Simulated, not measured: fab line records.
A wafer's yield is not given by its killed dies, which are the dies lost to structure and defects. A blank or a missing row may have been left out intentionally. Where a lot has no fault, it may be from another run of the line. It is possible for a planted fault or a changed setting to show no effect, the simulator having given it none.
Chamber matching	flow n5_finfet	rie_diel-04 running N5_BEOL_M6_ETCH_66: 4 sister chambers
The step etches SOC in N2/H2, target depth 80 nm, overetch 16 nm, time 120 s. 4 wafers are shown with their chamber, then 8 later ones without.

WAFERS, EACH WITH ITS CHAMBER
wafer	chamber	showerhead_plenum_p_Torr (Torr)
L079.2	2	2.70
L086.1	1	2.53
L086.2	3	2.60
L090.1	0	2.63

WAFERS WITH NO CHAMBER GIVEN
wafer	showerhead_plenum_p_Torr (Torr)
L090.2	2.59
L090.4	2.69
L096.3	2.63
L096.5	2.59
L096.6	2.63
L097.1	2.62
L097.3	2.68
L097.5	2.52

WHICH CHAMBER EACH WENT THROUGH
wafer	from the rows above	in truth
L090.2	3	3
L090.4	2	2
L096.3	0	0
L096.5	3	3
L096.6	0	0
L097.1	can't be placed: 0 or 3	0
L097.3	2	2
L097.5	1	1
Correct placement for 7 of the 8. Cannot be placed on the basis of these rows: 1; the candidates contain the true chamber in 1. Placed wrongly: 0.
How it was worked out, from the rows above alone: a wafer's distance from a chamber is the root of the sum, over the readings, of the square of ((its reading less the chamber's mean) divided by the reading's scatter). If the next closest chamber is less than 2 further off than the closest, the wafer can't be placed; otherwise it belongs to the closest. Each chamber's mean is taken over the wafers shown for it. The scatter (one wafer shown for each chamber): square how far every hidden wafer sits from the nearest shown wafer, average those squares and take the square root.
